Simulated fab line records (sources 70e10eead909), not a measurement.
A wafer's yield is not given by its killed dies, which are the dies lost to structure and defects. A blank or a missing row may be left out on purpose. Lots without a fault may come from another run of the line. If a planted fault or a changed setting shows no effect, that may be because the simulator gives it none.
Which tool was responsible? | flow nand_harc | Sampling: 14 lots, 42 wafers, 4 of 1302 route steps

== WHAT THE GAUGES READ, wafer by wafer ==
The record lacks any reading of a measuring or inspecting step that a usual standard deviation could be used to judge.

== WHAT TOOL EACH LOT RAN ON (gives the tool, then ch and the chambers of the sampled wafers, and finally the start) ==
lot  | NHARC_P_M0_PRE_CLEAN_31         | NHARC_P_M1_ETCH_15                            | NHARC_P_M1_PVD_20                       | NHARC_P_M1_ANNEAL_31
L296 | pecvd-02 ch 0,1,2, day 6 09:07  | rie_diel-03 ch 1,2,3, day 6 12:24 or earlier  | pvd_sputter-01, day 6 12:24 or earlier  | rtp_anneal-02 ch 0, day 6 12:24
L298 | pecvd-01 ch 0,1, day 7 04:39    | rie_diel-03 ch 0,1, day 7 07:59 or earlier    | pvd_sputter-02, day 7 07:59 or earlier  | rtp_anneal-02 ch 0, day 7 07:59
L299 | pecvd-04 ch 0,1,2, day 7 10:37  | rie_diel-03 ch 0,2,3, day 7 13:53 or earlier  | pvd_sputter-03, day 7 13:53 or earlier  | rtp_anneal-02 ch 0, day 7 13:53
L300 | pecvd-02 ch 0,2, day 7 17:09    | rie_diel-03 ch 0,2, day 7 20:24 or earlier    | pvd_sputter-02, day 7 20:24 or earlier  | rtp_anneal-01 ch 0, day 7 20:24
L301 | pecvd-04 ch 0,1,2, day 8 05:49  | rie_diel-03 ch 1,2,3, day 8 09:12 or earlier  | pvd_sputter-02, day 8 09:12 or earlier  | rtp_anneal-01 ch 0, day 8 09:12
L302 | pecvd-02 ch 0,1,2, day 8 15:06  | rie_diel-07 ch 0,1,3, day 8 18:14 or earlier  | pvd_sputter-02, day 8 18:14 or earlier  | rtp_anneal-02 ch 0, day 8 18:14
L303 | pecvd-01 ch 0,1,2, day 9 08:01  | rie_diel-07 ch 0,2, day 9 11:21 or earlier    | pvd_sputter-03, day 9 11:21 or earlier  | rtp_anneal-02 ch 0, day 9 11:21
L304 | pecvd-04 ch 0,1, day 9 08:44    | rie_diel-07 ch 0,3, day 9 12:02 or earlier    | pvd_sputter-01, day 9 12:02 or earlier  | rtp_anneal-01 ch 0, day 9 12:02
L305 | pecvd-01 ch 0,2, day 10 09:10   | rie_diel-03 ch 0,1,3, day 10 12:31 or earlier | pvd_sputter-02, day 10 12:31 or earlier | rtp_anneal-01 ch 0, day 10 12:31
L307 | pecvd-04 ch 0,1, day 10 18:22   | rie_diel-06 ch 0,2,3, day 10 21:51 or earlier | pvd_sputter-03, day 10 21:51 or earlier | rtp_anneal-02 ch 0, day 10 21:51
L308 | pecvd-02 ch 0,1,2, day 11 08:35 | rie_diel-03 ch 2,3, day 11 11:55 or earlier   | pvd_sputter-02, day 11 11:55 or earlier | rtp_anneal-01, day 11 11:55
L309 | pecvd-02 ch 1,2, day 11 09:06   | rie_diel-03 ch 0,2,3, day 11 12:32 or earlier | pvd_sputter-01, day 11 12:32 or earlier | rtp_anneal-01, day 11 12:32
L318 | pecvd-02 ch 0,2, day 15 06:53   | rie_diel-03 ch 1,3, day 15 10:18 or earlier   | pvd_sputter-01, day 15 10:18 or earlier | rtp_anneal-01 ch 0, day 15 10:18
L319 | pecvd-02 ch 0,2, day 15 17:29   | rie_diel-03 ch 1,2,3, day 15 20:51 or earlier | pvd_sputter-01, day 15 20:51 or earlier | rtp_anneal-02 ch 0, day 15 20:51
- NHARC_P_M0_PRE_CLEAN_31: time 12 s.
- NHARC_P_M1_ETCH_15: etches the open film in C4F8/Ar, target depth 182.5 nm, time 91.2 s.
- NHARC_P_M1_PVD_20: deposits TaN, target thk 5 nm, time 8.06 s.
- NHARC_P_M1_ANNEAL_31: time 90 s.

== AS READ BY THE TOOLS THEMSELVES (means over the sampled wafers that have a number; for cases with no such wafer, the mark the record gives instead) ==
NHARC_P_M0_PRE_CLEAN_31.
lot  | tool     | heater_power_outer_w (W) | heater_power_w (W)
L296 | pecvd-02 | 394                      | 660
L298 | pecvd-01 | 364                      | 623
L299 | pecvd-04 | 364                      | 636
L300 | pecvd-02 | 413                      | 674
L301 | pecvd-04 | 363                      | 639
L302 | pecvd-02 | 403                      | 666
L303 | pecvd-01 | 383                      | 671
L304 | pecvd-04 | 366                      | 631
L305 | pecvd-01 | 392                      | 717
L307 | pecvd-04 | 395                      | 659
L308 | pecvd-02 | 385                      | 663
L309 | pecvd-02 | 400                      | 691
L318 | pecvd-02 | 403                      | 681
L319 | pecvd-02 | 347                      | 581

NHARC_P_M1_ETCH_15.
lot  | tool        | oes_product_au (a.u.) | rf_vpp_V (V)
L296 | rie_diel-03 | 0.967                 | 440.9
L298 | rie_diel-03 | 0.966                 | 441.9
L299 | rie_diel-03 | 0.970                 | 438.7
L300 | rie_diel-03 | 0.926                 | 439.3
L301 | rie_diel-03 | 0.963                 | 441.8
L302 | rie_diel-07 | 0.966                 | 442.5
L303 | rie_diel-07 | 0.959                 | 439.6
L304 | rie_diel-07 | 0.954                 | 442.8
L305 | rie_diel-03 | 0.927                 | 440.9
L307 | rie_diel-06 | 0.971                 | 442.3
L308 | rie_diel-03 | 0.973                 | 439.2
L309 | rie_diel-03 | 0.919                 | 438.8
L318 | rie_diel-03 | 0.943                 | 443.2
L319 | rie_diel-03 | 0.967                 | 440.8

NHARC_P_M1_PVD_20.
lot  | tool           | throttle_valve_pct (%)
L296 | pvd_sputter-01 | 30.0
L298 | pvd_sputter-02 | 30.8
L299 | pvd_sputter-03 | 30.1
L300 | pvd_sputter-02 | 29.7
L301 | pvd_sputter-02 | 30.1
L302 | pvd_sputter-02 | 29.1
L303 | pvd_sputter-03 | 29.9
L304 | pvd_sputter-01 | 30.6
L305 | pvd_sputter-02 | 30.8
L307 | pvd_sputter-03 | 29.9
L308 | pvd_sputter-02 | 30.3
L309 | pvd_sputter-01 | 30.6
L318 | pvd_sputter-01 | 29.6
L319 | pvd_sputter-01 | 29.8

NHARC_P_M1_ANNEAL_31.
lot  | tool          | anneal_temp_c (C) | anneal_temp_c_max | wafer_temp_C_max
L296 | rtp_anneal-02 | 225.11            | 226.11            | 225.9
L298 | rtp_anneal-02 | 224.94            | 226.09            | 225.9
L299 | rtp_anneal-02 | 225.08            | 226.18            | 225.4
L300 | rtp_anneal-01 | 225.36            | 226.61            | 226.0
L301 | rtp_anneal-01 | 225.07            | 226.16            | 226.0
L302 | rtp_anneal-02 | 224.83            | 225.97            | 225.9
L303 | rtp_anneal-02 | 225.03            | 226.23            | 225.5
L304 | rtp_anneal-01 | 225.19            | 226.40            | 226.0
L305 | rtp_anneal-01 | 224.92            | 226.04            | 225.9
L307 | rtp_anneal-02 | 225.05            | 226.21            | 225.6
L308 | rtp_anneal-01 | -                 | -                 | -
L309 | rtp_anneal-01 | -                 | -                 | -
L318 | rtp_anneal-01 | 225.08            | 226.34            | 225.8
L319 | rtp_anneal-02 | 225.29            | 226.32            | 225.8

== THE ANSWER, worked out from the rows above alone ==
Rule: usual is defined by the lots themselves. The widest of any qualifying gaps counts: lots, ordered by their means at a reading, are off when they make up no more than a third of the lots, leave a main group of 4 or more, and stand apart from it by 3 or more times the standard deviation of that group's means. A main group whose means are all the same, to the digits that the tables above print for the reading, isn't used. A lot without any number at a reading at which 4 lots or more have one is off too. Any other lot the step has rows for is counted as sound. First the gauges in route order, then the tools' own readings, where a lot's mean is used as printed above. At the first step where some lot is off, the reading lying furthest off is the one used; lots without a number count as furthest.
Off at NHARC_P_M1_ANNEAL_31 (anneal_temp_c): L308, L309. Without a number there: L308, L309. Mean 225.08 C and standard deviation 0.14 in the main group.
A tool fits if, at that step or a process step before it, it ran every lot that is off, and no sound lot after the first of them. NHARC_P_M1_ETCH_15: start missing for some lots; hours and lot order therefore follow NHARC_P_M1_ANNEAL_31. NHARC_P_M1_PVD_20: start missing for some lots; hours and lot order therefore follow NHARC_P_M1_ANNEAL_31. Not one of the candidates tried fits.

== WHAT THE SIMULATOR PUT IN ==
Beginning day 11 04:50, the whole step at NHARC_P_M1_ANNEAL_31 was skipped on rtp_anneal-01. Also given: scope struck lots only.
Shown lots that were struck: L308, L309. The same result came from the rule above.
